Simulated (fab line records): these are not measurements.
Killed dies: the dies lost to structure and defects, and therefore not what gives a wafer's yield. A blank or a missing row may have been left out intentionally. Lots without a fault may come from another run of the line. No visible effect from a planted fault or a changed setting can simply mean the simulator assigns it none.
Struck lot and sound lot, side by side || flow nand-harc || 23 out of 1302 route steps
Sound: these wafers, L948.4, L948.5, L948.6. Struck: wafer L959.3 (left out: L959.5, a lot-mate that was not struck); the cause follows at the end.
For every step that has rows: the tool of each side, followed by ch and its chambers, followed by its first start. Under that, the readings that differ: sound wafers || struck wafers || difference of the means || sigmas: that difference in standard deviations of wafers without a fault.
alike: a reading whose means differ by less than 2 such deviations, as well as words and numbers matching on both sides. not compared: withheld readings; readings where some wafer has no value; bounds like >300 that might hide an equal value; numbers whose values overlap and for which the record gives no deviation.
A row with sigmas, a row that says differs or no value, or rows on one side alone: a step with any of these is where the two part. Non-overlapping numbers with no deviation appear without sigmas and do not part them. Lack of a reading on every wafer of one side parts them only where that side has two or more wafers.

NHARC_P_CONTACT_DEP_00: deposits SiO2, target thk 500 nm.
  sound on pecvd-03 ch 0,1,2; struck on pecvd-04 ch 0
{"reading": "since-wet-clean-h (h)", "sound": "- - -", "struck": 124, "difference": "no value on the sound wafers", "sigmas": ""}
  alike: heater-power-w, throttle-valve-pct
NHARC_P_CONTACT_CMP_01: polishes SiO2, target thk 200 nm.
  sound on cmp-04 ch 0,1,3, day 5 20:10; struck on cmp-04 ch 2, day 10 09:14
  alike: motor-current-A
  not compared: pad-life-wafers
then, 9 steps without rows for these wafers: NHARC_P_CONTACT_SRD_03; NHARC_P_CONTACT_DEHYDRATE_04 (time 120 s); NHARC_P_CONTACT_HMDS_05 (time 30 s); NHARC_P_CONTACT_COAT_33 (time 75 s); NHARC_P_CONTACT_COAT_34 (time 65 s); NHARC_P_CONTACT_COAT_06 (resist thk 90 nm); NHARC_P_CONTACT_SOFTBAKE_07 (time 55 s); NHARC_P_CONTACT_EBR_08; NHARC_P_CONTACT_EXPOSE_09 (exposes mask P CA, target cd 90 nm).
NHARC_P_CONTACT_PEB_10: peb time 65 s.
  sound on litho-track-06 ch 0, day 5 20:51; struck on litho-track-06 ch 0, day 10 09:58
{"reading": "heater-power-total-W (W)", "sound": "156.6 156.2 157.1", "struck": 161.3, "difference": "+4.7", "sigmas": "+12"}
then, 1 step without rows for these wafers: NHARC_P_CONTACT_DEVELOP_11 (develop time 35 s).
NHARC_P_CONTACT_CD_MEAS_12 targets a cd of 90 nm.
  sound on cd-sem-03 ch 0, day 5 20:56; struck on cd-sem-03 ch 0, day 10 10:02
{"reading": "cd-nm (nm)", "sound": "89.8 90.1 90.3", "struck": 89.0, "difference": -1.1, "sigmas": -2}
NHARC_P_CONTACT_OVL_MEAS_13:
  sound: overlay-01 at day 5 21:01; struck: overlay-01 at day 10 10:08
{"reading": "overlay-x-nm (nm)", "sound": "0.0 -0.4 -0.2", "struck": 1.4, "difference": "+1.6", "sigmas": "+2"}
  alike: overlay-y-nm
NHARC_P_CONTACT_INSPECT_14:
  sound: defect-inspect-02 at day 5 21:03; struck: defect-inspect-02 at day 10 10:10
  alike: raw-defect-count
NHARC_P_CONTACT_DESCUM_17: chemistry O2, time 3 s.
  sound on rie-diel-02 ch 0,1, day 5 21:07; struck on rie-diel-12 ch 2, day 10 10:14
{"reading": "model.P_CONTACT.cd-nm (nm)", "sound": "90.38 90.51 91.11", "struck": 88.48, "difference": -2.19, "sigmas": ""}
  alike: drypump-motor-current-A, mfc-ar-sccm, oes-product-au, rf-vpp-V, showerhead-plenum-p-Torr, throttle-valve-pct
  not compared: rf-hours-counter-h
NHARC_P_CONTACT_ETCH_35: etches the open film in CF4, target depth 39 nm, time 65 s.
  sound on rie-diel-02 ch 2,3, day 5 21:12; struck on rie-diel-12 ch 1, day 10 10:20
{"reading": "drypump-motor-current-A (A)", "sound": "4.8 4.8 5.4", "struck": 6.5, "difference": "+1.5", "sigmas": "+3"}
{"reading": "oes-product-au (a.u.)", "sound": "0.981 0.992 0.992", "struck": 1.011, "difference": "+0.023", "sigmas": "+3"}
  alike: mfc-ar-sccm, rf-vpp-V, showerhead-plenum-p-Torr, throttle-valve-pct
  not compared: rf-hours-counter-h
NHARC_P_CONTACT_ETCH_36: etches the open film in N2/H2, target depth 260 nm, time 406.25 s.
  sound on rie-diel-02 ch 2,3; struck on rie-diel-12 ch 1
{"reading": "drypump-motor-current-A (A)", "sound": "4.8 4.8 5.4", "struck": 6.5, "difference": "+1.5", "sigmas": "+3"}
{"reading": "oes-product-au (a.u.)", "sound": "0.979 0.991 0.980", "struck": 1.001, "difference": "+0.018", "sigmas": "+2"}
  alike: mfc-ar-sccm, rf-vpp-V, showerhead-plenum-p-Torr, throttle-valve-pct
  not compared: rf-hours-counter-h
NHARC_P_CONTACT_ETCH_18: etches the open film in C4F8/O2/Ar, target depth 481 nm, time 240.5 s.
  sound on rie-diel-02 ch 1,2,3; struck on rie-diel-12 ch 3
  alike: oes-product-au, rf-vpp-V
  not compared: rf-hours-counter-h
then, 1 step without rows for these wafers: NHARC_P_CONTACT_STRIP_37 (strips in C4F8/O2/Ar).
NHARC_P_CONTACT_ETCH_31: etches the open film in CH3F/O2, target depth 30 nm, time 85.7 s.
  sound on rie-diel-02 ch 1,2; struck on rie-diel-12 ch 3
{"reading": "rf-vpp-V (V)", "sound": "248.0 242.8 246.9", "struck": 242.4, "difference": -3.5, "sigmas": -2}
{"reading": "model.P_CONTACT.cd-nm (nm)", "sound": "90.15 89.4 90.51", "struck": 87.71, "difference": -2.31, "sigmas": ""}
  alike: drypump-motor-current-A, mfc-ar-sccm, oes-product-au, showerhead-plenum-p-Torr, throttle-valve-pct
  not compared: rf-hours-counter-h
NHARC_P_CONTACT_CD_MEAS_19:
  sound: cd-sem-03 at day 5 22:00; struck: cd-sem-03 at day 10 11:07
{"reading": "cd-nm (nm)", "sound": "90.3 89.7 90.2", "struck": 87.7, "difference": -2.4, "sigmas": -2}

== WHERE THEY PART ==
Earliest at NHARC_P_CONTACT_DEP_00; latest, in this record, at NHARC_P_CONTACT_CD_MEAS_19.

WHY: what had been put in by the simulator
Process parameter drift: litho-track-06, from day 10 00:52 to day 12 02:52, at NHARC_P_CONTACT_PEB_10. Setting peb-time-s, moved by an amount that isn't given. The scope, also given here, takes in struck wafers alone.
